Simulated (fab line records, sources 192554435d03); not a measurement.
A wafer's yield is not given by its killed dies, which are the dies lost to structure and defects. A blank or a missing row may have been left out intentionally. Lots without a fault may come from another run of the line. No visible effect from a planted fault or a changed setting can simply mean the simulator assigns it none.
Which of the tools did it? :: flow n5_finfet :: at 1 step of a route of 1938, 12 lots with 36 wafers sampled

WHAT EACH GAUGE READ, for each wafer
N5_BEOL_M15_THK_MEAS_01.
lot: L076
measured: day 11 08:43
on: film_metro-01
M15_ILD_THK (nm): 1612 1622 1646

lot: L077
measured: day 11 16:53
on: film_metro-02
M15_ILD_THK (nm): 1616 1626 1636

lot: L079
measured: day 12 21:44
on: film_metro-02
M15_ILD_THK (nm): 1602 1645 1628

lot: L081
measured: day 13 07:33
on: film_metro-01
M15_ILD_THK (nm): 1640 1646 1640

lot: L082
measured: day 13 18:02
on: film_metro-01
M15_ILD_THK (nm): 1607 1627 1650

lot: L085
measured: day 14 12:55
on: film_metro-01
M15_ILD_THK (nm): 1636 1660 1617

lot: L089
measured: day 15 00:32
on: film_metro-02
M15_ILD_THK (nm): 1626 1586 1634

lot: L088
measured: day 15 14:05
on: film_metro-02
M15_ILD_THK (nm): 1630 1627 1656

lot: L092
measured: day 15 22:53
on: film_metro-02
M15_ILD_THK (nm): 1624 1644 1643

lot: L093
measured: day 16 19:42
on: film_metro-02
M15_ILD_THK (nm): 1662 1666 1662

lot: L097
measured: day 17 01:00
on: film_metro-02
M15_ILD_THK (nm): 1621 1599 1621

lot: L096
measured: day 17 10:07
on: film_metro-02
M15_ILD_THK (nm): 1621 1661 1647

EACH LOT AND THE TOOL THAT RAN IT (in order: tool; ch and the chambers of the sampled wafers; start)
The record shows no process step preceding these readings.

THE ANSWER, worked out from the rows above alone
Rule: usual is defined by the lots themselves. The widest of any qualifying gaps counts: lots, ordered by their means at a reading, are off when they make up no more than a third of the lots, leave a main group of 4 or more, and stand apart from it by 3 or more times the standard deviation of that group's means. If all means in a main group match to the digits the tables above print for the reading, that group is not used. A lot without any number at a reading at which 4 lots or more have one is off too. All remaining lots with rows at the step are treated as sound.
No lot is off at any reading shown: from this, nothing can be told.

WHAT WAS PUT IN BY THE SIMULATOR
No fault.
